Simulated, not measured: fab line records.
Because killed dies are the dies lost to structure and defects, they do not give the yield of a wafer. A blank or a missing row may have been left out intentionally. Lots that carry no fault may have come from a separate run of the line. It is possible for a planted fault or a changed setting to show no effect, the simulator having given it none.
Chamber matching -- flow n5_finfet -- cvd_co-01 running N5_BEOL_M0_CO_CAP_123: 3 sister chambers
The step material Co, precursor CCTBA/H2, target thk 2 nm, time 102.1 s. 6 wafers are shown with their chamber, then 8 later ones without.

## WAFERS WITH THEIR CHAMBER
wafer,chamber,heater_power_w (W)
L086.3,2,180
L086.5,0,255
L090.2,2,185
L093.3,0,257
L093.6,1,257
L094.1,1,261

## WAFERS WITH NO CHAMBER GIVEN
wafer,heater_power_w (W)
L094.5,256
L094.6,264
L095.2,259
L095.3,257
L095.4,259
L097.3,180
L097.5,188
L097.6,261

## THE CHAMBER EACH PASSED THROUGH
wafer,from the rows above,in truth
L094.5,can't be placed: 0 or 1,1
L094.6,can't be placed: 1 or 0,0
L095.2,can't be placed: 1 or 0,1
L095.3,can't be placed: 0 or 1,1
L095.4,can't be placed: 1 or 0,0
L097.3,2,2
L097.5,2,2
L097.6,can't be placed: 1 or 0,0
2 of 8 placed correctly. Can't be placed from these rows: 6 (the true chamber is among the candidates in 6). Wrongly placed: 0.
How it was worked out, from the rows above alone: a wafer's distance from a chamber is the root of the sum, over the readings, of the square of ((its reading less the chamber's mean) divided by the reading's scatter). The wafer belongs to the nearest chamber; if the next one is less than 2 further off, it can't be placed. Each chamber's mean is taken over the wafers shown for it. The scatter: take each reading less its chamber's mean, square it, sum over the shown wafers, divide by the number of wafers less the number of chambers, and take the root.
